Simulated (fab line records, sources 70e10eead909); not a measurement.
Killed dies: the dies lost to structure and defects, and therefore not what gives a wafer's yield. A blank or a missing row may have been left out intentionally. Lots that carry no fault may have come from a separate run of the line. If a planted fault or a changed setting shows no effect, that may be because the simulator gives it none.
Which of the tools did it? -- flow nand_harc -- 12 lots with 36 wafers sampled at 5 steps, on a route of 1159 steps

WHAT THE GAUGES SHOWED, per wafer
NHARC_P_M1_INSPECT_11. Usual: 3.9 for raw_defect_count, sd 2.3.
lot,measured,on,raw_defect_count,flag
L507,day 8 11:15,defect_inspect-02,3 1 4,
L509,day 8 11:49,defect_inspect-02,2 2 1,
L508,day 8 12:46,defect_inspect-02,3 4 3,
L506,day 8 15:22,defect_inspect-02,5 0 2,
L510,day 8 16:07,defect_inspect-02,2 9 4,
L513,day 9 00:56,defect_inspect-01,2 3 3,
L511,day 9 03:18,defect_inspect-01,5 3 4,
L514,day 9 07:33,defect_inspect-02,3 1 3,
L519,day 9 15:13,defect_inspect-01,7 8 13,
L523,day 10 06:13,defect_inspect-01,8 14 4,
L525,day 10 15:01,defect_inspect-01,3 5 2,
L528,day 11 11:50,defect_inspect-02,7 3 5,

NHARC_END_SORT_01. Usual: defect_limited_yield 95.1 %, standard deviation 1.7; killed_at_array 29, standard deviation 11; killed_at_other 0.5, standard deviation 0.85; killed_at_periphery 3.0, standard deviation 2.3; killed_dies 33, standard deviation 12; killed_open 3.3, standard deviation 1.9; killed_short 2.0, standard deviation 1.5; sort_bin_2_pct 1.5 %, standard deviation 0.66; sort_bin_3_pct 0.25 %, standard deviation 0.21; sort_bin_4_pct 3.1 %, standard deviation 1.2; sort_n_pass 644, standard deviation 12; sort_rim_yield_pct 96.7 %, standard deviation 2; sort_yield_pct 95.1 %, standard deviation 1.7.
lot,measured,on,defect_limited_yield (%),killed_at_array,killed_at_other,killed_at_periphery,killed_dies,killed_open,killed_short,sort_bin_2_pct (%),sort_bin_3_pct (%),sort_bin_4_pct (%),sort_n_pass,sort_rim_yield_pct (%),sort_yield_pct (%),flag
L514,day 25 15:51,prober-02,0 0 0,25 19 10,0 0 0,652 658 667,677 677 677,4 1 4,5 0 1,97.5 97.6 98.8,0.15 0.15 0,2.4 2.2 1.2,0 0 0,0 0 0,0 0 0,OFF
L523,day 27 12:46,prober-01,0 0 0,34 34 37,0 0 0,643 643 640,677 677 677,2 1 4,0 2 4,95.7 95.1 95.7,0.15 0.30 0.15,4.1 4.6 4.1,0 0 0,0 0 0,0 0 0,OFF

WHICH TOOL RAN EACH LOT (tool, then ch and the chambers of the sampled wafers, then the start)
lot,NHARC_P_M1_ETCH_35,NHARC_P_M1_CMP_23,NHARC_P_M2_DEP_00
L507,"rie_diel-02 ch 1,2,3, day 8 11:26","cmp-02 ch 1,3, day 8 13:54","pecvd-04 ch 0,2, day 8 15:04"
L509,"rie_diel-02 ch 1,2, day 8 12:00","cmp-02 ch 0,2,3, day 8 14:34","pecvd-01 ch 0,2, day 8 15:32"
L508,"rie_diel-13 ch 0,1,2, day 8 12:55","cmp-01 ch 1,2, day 8 15:38","pecvd-04 ch 1,2, day 8 16:39"
L506,"rie_diel-02 ch 0,1,2, day 8 15:32","cmp-03 ch 0,2,3, day 8 17:38","pecvd-04 ch 0,1,2, day 8 18:39"
L510,"rie_diel-13 ch 1,2, day 8 16:16","cmp-02 ch 0,2, day 8 18:28","pecvd-01 ch 1,2, day 8 19:27"
L513,"rie_diel-13 ch 1,2, day 9 01:05","cmp-01 ch 1,2, day 9 03:17","pecvd-01 ch 0,1, day 9 04:23"
L511,"rie_diel-10 ch 1,2,3, day 9 03:28","cmp-02 ch 0,1, day 9 05:43","pecvd-02 ch 0,1,2, day 9 07:37"
L514,"rie_diel-02 ch 0,2,3, day 9 07:43","cmp-02 ch 1,2,3, day 9 09:49","pecvd-01 ch 0,1,2, day 9 11:10"
L519,"rie_diel-02 ch 0,2, day 9 15:22","cmp-02 ch 0,2, day 9 17:24","pecvd-02 ch 1,2, day 9 18:31"
L523,"rie_diel-02 ch 0,1,3, day 10 06:22","cmp-03 ch 1,2,3, day 10 08:44","pecvd-01 ch 0,1,2, day 10 09:49"
L525,"rie_diel-02 ch 0,1,2, day 10 15:11","cmp-03 ch 1,2, day 10 17:13","pecvd-02 ch 0,1,2, day 10 18:13"
L528,"rie_diel-02 ch 0,1,3, day 11 11:59","cmp-02 ch 1,2, day 11 14:02","pecvd-01 ch 1,2, day 11 15:02"
- NHARC_P_M1_ETCH_35: etches the open film in N2/H2, target depth 40 nm, overetch 12 nm, time 43.94 s.
- NHARC_P_M1_CMP_23: polishes, t overpolish 20 s, target thk 157.82 nm.
- NHARC_P_M2_DEP_00: deposits SiOC, target thk 182.5 nm.

AS READ BY THE TOOLS THEMSELVES (means over the sampled wafers that have a number; for cases with no such wafer, the mark the record gives instead)
NHARC_P_M1_ETCH_35. Usual: drypump_motor_current_A 5.5 A, standard deviation 0.57; oes_product_au 0.995 a.u., standard deviation 0.01; rf_vpp_V 430 V, standard deviation 3.4; showerhead_plenum_p_Torr 2.04 Torr, standard deviation 0.11; throttle_valve_pct 14.169 %, standard deviation 0.0085.
lot,tool,drypump_motor_current_A (A),oes_product_au (a.u.),rf_vpp_V (V),showerhead_plenum_p_Torr (Torr),throttle_valve_pct (%),flag
L507,rie_diel-02,5.4,0.993,429,2.01,14.170,
L509,rie_diel-02,5.7,0.991,431,2.06,14.169,
L508,rie_diel-13,5.7,0.996,429,2.01,14.168,
L506,rie_diel-02,5.6,0.995,432,2.09,14.165,
L510,rie_diel-13,5.5,0.987,432,2.10,14.183,
L513,rie_diel-13,5.3,0.985,430,2.02,14.168,
L511,rie_diel-10,5.2,0.990,431,2.06,14.168,
L514,rie_diel-02,5.2,0.999,430,2.03,14.172,
L519,rie_diel-02,5.1,0.993,431,2.04,14.169,
L523,rie_diel-02,5.6,1.003,432,2.08,14.161,
L525,rie_diel-02,5.6,0.992,432,2.09,14.175,
L528,rie_diel-02,5.6,1.017,432,2.08,14.171,

NHARC_P_M1_CMP_23. Usual: motor_current_A 12.1 A, standard deviation 1.4; retaining_ring_pressure_frac 0.999, standard deviation 0.005; time_to_endpoint_s 28.6 s, standard deviation 2.4.
lot,tool,motor_current_A (A),retaining_ring_pressure_frac,time_to_endpoint_s (s),flag
L507,cmp-02,11.0,0.996,30.4,
L509,cmp-02,12.7,1.001,28.8,
L508,cmp-01,12.1,1.001,27.2,
L506,cmp-03,11.9,0.998,27.8,
L510,cmp-02,13.7,1.004,26.2,
L513,cmp-01,11.5,0.999,30.7,
L511,cmp-02,11.8,1.001,28.4,
L514,cmp-02,11.2,1.001,30.8,
L519,cmp-02,12.8,0.999,28.6,
L523,cmp-03,11.9,0.994,28.0,
L525,cmp-03,10.6,1.000,28.2,
L528,cmp-02,11.6,0.997,31.1,

THE ANSWER, worked out from the rows above alone
Rule: a lot counts as off when the mean over its wafers that have a number is more than 3 standard deviations away from the usual mean. Also off: a lot with no number at a reading for which 4 or more lots have one. The other lots that the step has rows for count as sound. After the gauges, taken in route order, come the tools' own readings; for these a lot's mean is taken, as printed above. At the first step where some lot is off, the reading lying furthest off is the one used; lots without a number count as furthest.
Off at NHARC_END_SORT_01 (killed_at_periphery): L514, L523. Neither off nor sound, because the step has no rows for them: L507, L509, L508, L506, L510, L513, L511, L519, L525, L528.
A tool fits if, at a process step before that reading, it ran every lot that is off, and no sound lot after the first of them. Gauges at NHARC_END_SORT_01: tried the same way as those tools. This does not decide it: 2 tools fit, namely rie_diel-02 at NHARC_P_M1_ETCH_35 and pecvd-01 at NHARC_P_M2_DEP_00.

WHAT THE SIMULATOR HAD PUT IN
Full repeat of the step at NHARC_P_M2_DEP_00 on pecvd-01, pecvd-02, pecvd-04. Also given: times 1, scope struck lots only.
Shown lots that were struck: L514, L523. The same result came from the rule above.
